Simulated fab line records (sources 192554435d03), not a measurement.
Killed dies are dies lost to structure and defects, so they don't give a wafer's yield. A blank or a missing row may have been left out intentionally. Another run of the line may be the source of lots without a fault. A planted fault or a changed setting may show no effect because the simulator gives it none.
Which tool is to blame? -- flow n5-finfet -- 24 lots, 72 wafers sampled, at 6 steps of a route of 1938

== WHAT THE GAUGES READ, wafer by wafer ==
N5_BEOL_M1_CD_MEAS_11: target cd 17.05 nm. Usual: cd-nm reads 16.97 nm (standard deviation 0.27).
lot,measured,on,cd-nm (nm),flag
L074,day 5 22:11,cd-sem-02,16.73 16.94 17.18,
L075,day 6 06:10,cd-sem-02,16.81 17.24 17.48,
L076,day 7 04:47,cd-sem-01,17.02 17.02 17.07,
L077,day 7 08:51,cd-sem-03,16.88 16.27 17.35,
L078,day 7 11:16,cd-sem-02,16.63 17.18 16.84,
L080,day 7 19:22,cd-sem-01,17.32 17.01 16.95,
L079,day 7 16:53,cd-sem-03,17.21 16.60 16.81,
L081,day 7 19:35,cd-sem-01,17.02 17.25 17.24,
L082,day 8 14:11,cd-sem-01,16.83 16.96 16.75,
L084,day 8 14:43,cd-sem-01,16.91 16.87 16.85,
L083,day 8 18:53,cd-sem-02,17.14 16.61 17.25,
L085,day 9 01:34,cd-sem-01,16.82 16.36 17.11,
L088,day 9 18:22,cd-sem-02,16.97 17.01 16.89,
L086,day 9 18:32,cd-sem-03,17.03 16.82 17.01,
L087,day 9 18:40,cd-sem-03,17.20 17.17 17.33,
L089,day 10 00:58,cd-sem-01,16.92 17.11 17.32,
L090,day 10 03:59,cd-sem-01,17.42 17.07 16.82,
L091,day 10 08:35,cd-sem-01,17.21 17.32 16.85,
L092,day 10 16:35,cd-sem-01,17.55 16.81 17.15,
L093,day 10 22:52,cd-sem-02,16.97 16.73 16.39,
L094,day 11 05:19,cd-sem-03,16.53 16.88 16.66,
L095,day 11 08:54,cd-sem-03,16.48 16.95 16.74,
L096,day 11 16:19,cd-sem-02,16.65 16.42 17.21,
L097,day 11 16:30,cd-sem-03,16.79 17.12 16.98,

== WHICH TOOL RAN EACH LOT (tool, then ch and the chambers of the sampled wafers, then the start) ==
lot,N5_BEOL_M0_ETCH_109,N5_BEOL_M0_SPUTTER_134,N5_BEOL_M0_SPUTTER_141,N5_BEOL_M0_ANNEAL_119,N5_BEOL_M0_DEP_125
L074,"rie-diel-03 ch 0,2,3, day 5 17:31","pvd-sputter-03, day 5 19:10","pvd-sputter-03, day 5 19:17","rtp-anneal-01 ch 0, day 5 19:43","pecvd-04 ch 0,1,2, day 5 20:32"
L075,"rie-diel-04 ch 0,1,2, day 6 00:44","pvd-sputter-03, day 6 02:32","pvd-sputter-03, day 6 02:39","rtp-anneal-01 ch 0, day 6 04:42","pecvd-04 ch 0,1, day 6 05:29"
L076,"rie-diel-04 ch 0,1,3, day 6 22:32","pvd-sputter-03, day 7 01:01","pvd-sputter-03, day 7 01:08","rtp-anneal-01 ch 0, day 7 01:20","pecvd-04 ch 0,2, day 7 02:07"
L077,"rie-diel-03 ch 1,2, day 7 03:08","pvd-sputter-01, day 7 05:32","pvd-sputter-01, day 7 05:40","rtp-anneal-02 ch 0, day 7 05:53","pecvd-02 ch 1,2, day 7 06:40"
L078,"rie-diel-03 ch 0,2, day 7 05:07","pvd-sputter-03, day 7 07:50","pvd-sputter-03, day 7 07:58","rtp-anneal-02 ch 0, day 7 08:12","pecvd-04 ch 0,2, day 7 09:03"
L080,"rie-diel-02 ch 0,1,2, day 7 12:58","pvd-sputter-03, day 7 15:31","pvd-sputter-03, day 7 15:38","rtp-anneal-02 ch 0, day 7 15:50","pecvd-04 ch 0,2, day 7 16:43"
L079,"rie-diel-02 ch 0,1,2, day 7 13:02","pvd-sputter-03, day 7 15:05","pvd-sputter-03, day 7 15:12","rtp-anneal-01 ch 0, day 7 15:24","pecvd-01 ch 0,1,2, day 7 16:11"
L081,"rie-diel-02 ch 0,2,3, day 7 15:55","pvd-sputter-03, day 7 17:00","pvd-sputter-03, day 7 17:07","rtp-anneal-02 ch 0, day 7 17:28","pecvd-01 ch 0,1, day 7 18:15"
L082,"rie-diel-02 ch 0,1,2, day 8 08:58","pvd-sputter-03, day 8 11:20","pvd-sputter-03, day 8 11:27","rtp-anneal-02 ch 0, day 8 11:39","pecvd-04 ch 0,1, day 8 12:28"
L084,"rie-diel-02 ch 0,1,3, day 8 11:40","pvd-sputter-03, day 8 12:49","pvd-sputter-03, day 8 12:56","rtp-anneal-02 ch 0, day 8 13:10","pecvd-02 ch 1,2, day 8 13:55"
L083,"rie-diel-02 ch 1,2,3, day 8 14:28","pvd-sputter-02, day 8 17:03","pvd-sputter-02, day 8 17:10","rtp-anneal-01 ch 0, day 8 17:22","pecvd-01 ch 0,2, day 8 18:10"
L085,"rie-diel-03 ch 2,3, day 8 21:22","pvd-sputter-02, day 8 23:17","pvd-sputter-02, day 8 23:24","rtp-anneal-01 ch 0, day 8 23:41","pecvd-02 ch 0,2, day 9 00:25"
L088,"rie-diel-02 ch 0,2,3, day 9 11:16","pvd-sputter-03, day 9 12:12","pvd-sputter-03, day 9 12:19","rtp-anneal-02 ch 0, day 9 12:49","pecvd-04 ch 0,1,2, day 9 13:37"
L086,"rie-diel-03 ch 1,2, day 9 11:16","pvd-sputter-03, day 9 12:38","pvd-sputter-03, day 9 12:46","rtp-anneal-02 ch 0, day 9 13:05","pecvd-02 ch 0,1, day 9 14:02"
L087,"rie-diel-03 ch 0,1,2, day 9 13:07","pvd-sputter-03, day 9 15:50","pvd-sputter-03, day 9 15:58","rtp-anneal-01 ch 0, day 9 16:17","pecvd-04 ch 0,1,2, day 9 16:58"
L089,"rie-diel-04 ch 0,2, day 9 19:00","pvd-sputter-02, day 9 21:49","pvd-sputter-02, day 9 21:56","rtp-anneal-01 ch 0, day 9 22:08","pecvd-01 ch 0,1, day 9 22:58"
L090,"rie-diel-03 ch 0,1,3, day 9 22:04","pvd-sputter-01, day 10 01:07","pvd-sputter-01, day 10 01:14","rtp-anneal-01 ch 0, day 10 01:32","pecvd-01 ch 0,1,2, day 10 02:20"
L091,"rie-diel-02 ch 1,3, day 10 03:47","pvd-sputter-01, day 10 05:27","pvd-sputter-01, day 10 05:34","rtp-anneal-01 ch 0, day 10 05:46","pecvd-02 ch 1, day 10 06:34"
L092,"rie-diel-03 ch 0,3, day 10 11:31","pvd-sputter-01, day 10 14:20","pvd-sputter-01, day 10 14:27","rtp-anneal-02 ch 0, day 10 14:44","pecvd-01 ch 0,1, day 10 15:26"
L093,"rie-diel-03 ch 0,1,2, day 10 16:25","pvd-sputter-01, day 10 19:08","pvd-sputter-01, day 10 19:15","rtp-anneal-01 ch 0, day 10 19:26","pecvd-04 ch 0,1, day 10 20:27"
L094,"rie-diel-03 ch 0,1, day 10 22:34","pvd-sputter-01, day 11 01:31","pvd-sputter-01, day 11 01:38","rtp-anneal-02 ch 0, day 11 01:50","pecvd-01 ch 0,2, day 11 02:37"
L095,"rie-diel-02 ch 0,1,3, day 11 05:04","pvd-sputter-02, day 11 06:44","pvd-sputter-02, day 11 06:52","rtp-anneal-02 ch 0, day 11 07:04","pecvd-04 ch 0,1,2, day 11 07:51"
L096,"rie-diel-04 ch 0,1,3, day 11 12:27","pvd-sputter-02, day 11 13:59","pvd-sputter-02, day 11 14:07","rtp-anneal-02 ch 0, day 11 14:24","pecvd-01 ch 1,2, day 11 15:05"
L097,"rie-diel-04 ch 1,3, day 11 12:47","pvd-sputter-02, day 11 14:28","pvd-sputter-02, day 11 14:35","rtp-anneal-01 ch 0, day 11 14:47","pecvd-04 ch 0,1,2, day 11 15:35"
- N5_BEOL_M0_ETCH_109: etches SiCN in CH3F/O2, target depth 8 nm, overetch 2.4 nm, time 27.4 s.
- N5_BEOL_M0_SPUTTER_134: material Cu, target thk 4 nm, time 7.37 s.
- N5_BEOL_M0_SPUTTER_141: material Cu, target thk 4 nm, time 7.37 s.
- N5_BEOL_M0_ANNEAL_119: time 90 s.
- N5_BEOL_M0_DEP_125: deposits SiCN from 3MS/NH3, target thk 8 nm, time 14 s.

== WHAT THE TOOLS THEMSELVES READ (means of the sampled wafers that have a number; where no wafer has one, the mark that the record gives instead) ==
N5_BEOL_M0_ETCH_109. Usual: chamber-pressure-mTorr is 29.998 mTorr with standard deviation 0.028, drypump-motor-current-A is 5.5 A with standard deviation 0.44, oes-product-au is 0.67 a.u. with standard deviation 0.075, rf-fwd-power-W is 393.4 W with standard deviation 1.2, rf-vpp-V is 297.6 V with standard deviation 1.5, showerhead-plenum-p-Torr is 2.01 Torr with standard deviation 0.063, and throttle-valve-pct is 16.33 % with standard deviation 0.23.
lot,tool,chamber-pressure-mTorr (mTorr),drypump-motor-current-A (A),oes-product-au (a.u.),rf-fwd-power-W (W),rf-vpp-V (V),showerhead-plenum-p-Torr (Torr),throttle-valve-pct (%),flag
L074,rie-diel-03,30.010,5.0,0.66,392.8,296.5,1.95,16.42,
L075,rie-diel-04,30.022,5.9,0.63,393.7,297.1,1.99,16.43,
L076,rie-diel-04,30.000,5.8,0.69,394.4,298.6,2.03,16.31,
L077,rie-diel-03,29.999,5.6,0.61,394.2,296.6,1.96,16.30,
L078,rie-diel-03,29.981,5.1,0.67,393.3,295.7,1.95,16.44,
L080,rie-diel-02,29.998,5.7,0.66,394.2,297.9,2.03,16.43,
L079,rie-diel-02,29.995,5.7,0.65,392.8,298.0,2.03,16.43,
L081,rie-diel-02,29.994,5.7,0.73,393.1,297.5,2.03,16.21,
L082,rie-diel-02,29.997,5.7,0.66,394.8,298.0,2.03,16.43,
L084,rie-diel-02,29.991,5.8,0.70,392.9,296.8,1.99,16.41,
L083,rie-diel-02,29.999,5.4,0.69,392.7,297.5,2.01,16.26,
L085,rie-diel-03,29.993,5.1,0.67,392.6,297.0,1.98,16.43,
L088,rie-diel-02,29.977,5.7,0.71,393.7,298.0,2.02,16.24,
L086,rie-diel-03,30.008,5.6,0.59,394.0,295.7,1.95,16.34,
L087,rie-diel-03,30.032,5.3,0.64,392.9,296.9,1.97,16.34,
L089,rie-diel-04,30.001,5.9,0.65,393.4,298.7,2.08,16.23,
L090,rie-diel-03,29.972,5.2,0.69,392.9,299.5,2.04,16.16,
L091,rie-diel-02,30.012,5.6,0.80,392.1,296.1,1.96,16.11,
L092,rie-diel-03,29.979,4.9,0.73,392.0,298.6,2.06,16.17,
L093,rie-diel-03,29.987,5.3,0.64,393.5,296.7,1.96,16.36,
L094,rie-diel-03,30.010,5.3,0.67,394.0,297.0,2.00,16.21,
L095,rie-diel-02,29.996,5.8,0.75,394.0,297.2,1.98,16.30,
L096,rie-diel-04,29.992,5.8,0.65,394.0,298.2,2.02,16.37,
L097,rie-diel-04,29.990,5.8,0.67,394.5,297.3,2.01,16.48,

N5_BEOL_M0_SPUTTER_134. Usual: throttle-valve-pct reads 29.7 % (standard deviation 1.4).
lot,tool,throttle-valve-pct (%),flag
L074,pvd-sputter-03,28.2,
L075,pvd-sputter-03,28.1,
L076,pvd-sputter-03,29.1,
L077,pvd-sputter-01,29.2,
L078,pvd-sputter-03,28.2,
L080,pvd-sputter-03,28.8,
L079,pvd-sputter-03,28.9,
L081,pvd-sputter-03,28.5,
L082,pvd-sputter-03,28.3,
L084,pvd-sputter-03,28.9,
L083,pvd-sputter-02,30.5,
L085,pvd-sputter-02,31.4,
L088,pvd-sputter-03,28.6,
L086,pvd-sputter-03,28.7,
L087,pvd-sputter-03,28.4,
L089,pvd-sputter-02,29.7,
L090,pvd-sputter-01,30.6,
L091,pvd-sputter-01,30.9,
L092,pvd-sputter-01,29.9,
L093,pvd-sputter-01,30.1,
L094,pvd-sputter-01,30.7,
L095,pvd-sputter-02,30.2,
L096,pvd-sputter-02,30.1,
L097,pvd-sputter-02,31.3,

N5_BEOL_M0_SPUTTER_141. Usual: throttle-valve-pct reads 29.7 % (standard deviation 1.3).
lot,tool,throttle-valve-pct (%),flag
L074,pvd-sputter-03,28.3,
L075,pvd-sputter-03,28.2,
L076,pvd-sputter-03,29.1,
L077,pvd-sputter-01,29.3,
L078,pvd-sputter-03,28.1,
L080,pvd-sputter-03,28.9,
L079,pvd-sputter-03,28.8,
L081,pvd-sputter-03,28.6,
L082,pvd-sputter-03,28.2,
L084,pvd-sputter-03,28.9,
L083,pvd-sputter-02,30.4,
L085,pvd-sputter-02,31.2,
L088,pvd-sputter-03,28.6,
L086,pvd-sputter-03,28.9,
L087,pvd-sputter-03,28.6,
L089,pvd-sputter-02,29.6,
L090,pvd-sputter-01,30.6,
L091,pvd-sputter-01,30.7,
L092,pvd-sputter-01,30.1,
L093,pvd-sputter-01,29.9,
L094,pvd-sputter-01,30.7,
L095,pvd-sputter-02,30.1,
L096,pvd-sputter-02,30.3,
L097,pvd-sputter-02,31.2,

N5_BEOL_M0_ANNEAL_119. Usual: anneal-temp-c 225.03 C, standard deviation 0.18; wafer_temp_C_max 226.3, standard deviation 0.34.
lot,tool,anneal-temp-c (C),wafer_temp_C_max,flag
L074,rtp-anneal-01,225.22,226.1,
L075,rtp-anneal-01,225.25,225.9,
L076,rtp-anneal-01,225.11,226.1,
L077,rtp-anneal-02,225.20,226.6,
L078,rtp-anneal-02,225.08,226.7,
L080,rtp-anneal-02,225.02,226.8,
L079,rtp-anneal-01,224.90,226.4,
L081,rtp-anneal-02,224.70,226.7,
L082,rtp-anneal-02,224.91,226.3,
L084,rtp-anneal-02,225.07,226.7,
L083,rtp-anneal-01,224.99,226.2,
L085,rtp-anneal-01,225.31,226.2,
L088,rtp-anneal-02,225.07,226.5,
L086,rtp-anneal-02,224.97,226.3,
L087,rtp-anneal-01,225.06,226.0,
L089,rtp-anneal-01,225.12,226.3,
L090,rtp-anneal-01,225.02,226.4,
L091,rtp-anneal-01,225.08,226.1,
L092,rtp-anneal-02,225.14,226.4,
L093,rtp-anneal-01,224.92,226.1,
L094,rtp-anneal-02,225.04,226.6,
L095,rtp-anneal-02,224.99,226.5,
L096,rtp-anneal-02,224.88,226.1,
L097,rtp-anneal-01,225.12,226.2,

N5_BEOL_M0_DEP_125. Usual: rf-fwd-power-W 200.0 W, standard deviation 0.73; showerhead-plenum-p-Torr 3.664 Torr, standard deviation 0.014; throttle-valve-pct 9.2 %, standard deviation 0.56.
lot,tool,rf-fwd-power-W (W),showerhead-plenum-p-Torr (Torr),throttle-valve-pct (%),flag
L074,pecvd-04,199.2,3.655,8.9,
L075,pecvd-04,200.6,3.665,9.5,
L076,pecvd-04,199.3,3.647,8.5,
L077,pecvd-02,200.2,3.670,9.7,
L078,pecvd-04,200.5,3.647,8.8,
L080,pecvd-04,199.9,3.648,8.6,
L079,pecvd-01,200.8,3.668,9.3,
L081,pecvd-01,200.2,3.670,9.6,
L082,pecvd-04,199.8,3.668,9.6,
L084,pecvd-02,199.7,3.670,9.6,
L083,pecvd-01,200.9,3.669,9.3,
L085,pecvd-02,200.2,3.677,9.2,
L088,pecvd-04,200.4,3.656,9.0,
L086,pecvd-02,200.0,3.674,9.5,
L087,pecvd-04,200.0,3.657,9.0,
L089,pecvd-01,200.3,3.663,9.9,
L090,pecvd-01,200.2,3.671,9.3,
L091,pecvd-02,199.9,3.666,9.7,
L092,pecvd-01,200.5,3.675,9.7,
L093,pecvd-04,199.3,3.664,9.5,
L094,pecvd-01,200.9,3.676,9.5,
L095,pecvd-04,199.3,3.657,9.0,
L096,pecvd-01,200.2,3.661,9.5,
L097,pecvd-04,199.6,3.659,9.0,

== THE ANSWER, worked out from the rows above alone ==
Rule: a lot counts as off when the mean over its wafers that have a number is more than 3 standard deviations away from the usual mean. A lot without any number at a reading at which 4 lots or more have one is off too. The other lots that the step has rows for count as sound. The gauges are gone through in route order, then the tools' own readings, and for those a lot's mean is taken as printed above. The first step at which some lot is off is used, and at that step the reading that is off furthest; a lot without a number counts as furthest.
Across all readings shown, no lot is off: no conclusion can be drawn from this.

== WHAT WAS PUT IN BY THE SIMULATOR ==
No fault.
